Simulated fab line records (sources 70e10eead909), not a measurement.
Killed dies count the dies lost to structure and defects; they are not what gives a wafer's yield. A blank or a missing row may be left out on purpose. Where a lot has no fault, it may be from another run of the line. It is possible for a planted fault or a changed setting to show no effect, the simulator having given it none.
Shared-tool check ; flow nand harc ; 3 lots, 9 wafers sampled

REASON FOR OPENING
On 3 of the 3 lots, a flag is raised at NHARC_END_SORT_01 on the reading killed at periphery. Fault-free wafers read 3.7, with a standard deviation of 2.2.
Rule: a lot is flagged in two cases, either no wafer of it has a number, or all its wafers with numbers fall more than 4 standard deviations from that mean. As for the other lots, they are considered sound.

lot;measured;on;killed at periphery, wafer by wafer;flag
L834;day 27 00:24;prober-02;608 617 602;FLAGGED
L835;day 27 08:38;prober-01;575 597 607;FLAGGED
L836;day 27 08:38;prober-02;650 657 648;FLAGGED
Flagged lots average 617.9: +614.2 relative to the usual, that is +99 or more standard deviations.

TOOL THAT RAN EACH LOT
Before the reading, the record contains 4 process steps out of a 1302-step route. Each cell gives the tool, then ch followed by the chambers the sampled wafers passed through, then the start.
lot;flag;NHARC_P_GATE_HM_OPEN_105;NHARC_P_GATE_RTA_80;NHARC_P_CONTACT_DEP_00;NHARC_P_CONTACT_ETCH_31
L834;FLAGGED;rie diel-03 ch 0,2, day 8 01:30 or earlier;rtp anneal-01 ch 0, day 8 01:30;pecvd-03 ch 0,1, day 8 02:28;rie diel-11 ch 0,3, day 27 00:24 or earlier
L835;FLAGGED;rie diel-06 ch 0,1,2, day 8 11:03 or earlier;rtp anneal-01 ch 0, day 8 11:03;pecvd-02 ch 0,1,2, day 8 12:03;rie diel-11 ch 0,2, day 27 08:38 or earlier
L836;FLAGGED;rie diel-03 ch 0,1, day 8 16:51 or earlier;rtp anneal-02 ch 0, day 8 16:51;pecvd-02 ch 0,1,2, day 8 17:51;rie diel-02 ch 0,1,3, day 27 08:38 or earlier
What these steps do:
- NHARC_P_GATE_HM_OPEN_105: chemistry O2/COS, target depth 360 nm.
- NHARC_P_GATE_RTA_80: time 30 s.
- NHARC_P_CONTACT_DEP_00: deposits SiO2, target thk 500 nm.
- NHARC_P_CONTACT_ETCH_31: etches the open film in CH3F/O2, target depth 30 nm, time 85.7 s.
- NHARC_END_SORT_01

FLAGGED OVER TOTAL, TOOL BY TOOL (the gauges that took the reading come last)
step;tool;lots run;flagged;share of the flagged lots;sound lots run after its first flagged lot
NHARC_P_GATE_HM_OPEN_105;rie diel-03;2;2;some;0
NHARC_P_GATE_HM_OPEN_105;rie diel-06;1;1;some;0
NHARC_P_GATE_RTA_80;rtp anneal-01;2;2;some;0
NHARC_P_GATE_RTA_80;rtp anneal-02;1;1;some;0
NHARC_P_CONTACT_DEP_00;pecvd-02;2;2;some;0
NHARC_P_CONTACT_DEP_00;pecvd-03;1;1;some;0
NHARC_P_CONTACT_ETCH_31;rie diel-02;1;1;some;0
NHARC_P_CONTACT_ETCH_31;rie diel-11;2;2;some;0
NHARC_END_SORT_01;prober-01;1;1;some;0
NHARC_END_SORT_01;prober-02;2;2;some;0
NHARC_P_GATE_HM_OPEN_105: start missing for some lots; hours and lot order therefore follow NHARC_P_GATE_RTA_80. NHARC_P_CONTACT_ETCH_31: start missing for some lots; hours and lot order therefore follow NHARC_END_SORT_01.

WHAT IS ALLOWED BY THE TABLE
No row of the table ran every flagged lot.

WHAT THE SIMULATOR PUT IN
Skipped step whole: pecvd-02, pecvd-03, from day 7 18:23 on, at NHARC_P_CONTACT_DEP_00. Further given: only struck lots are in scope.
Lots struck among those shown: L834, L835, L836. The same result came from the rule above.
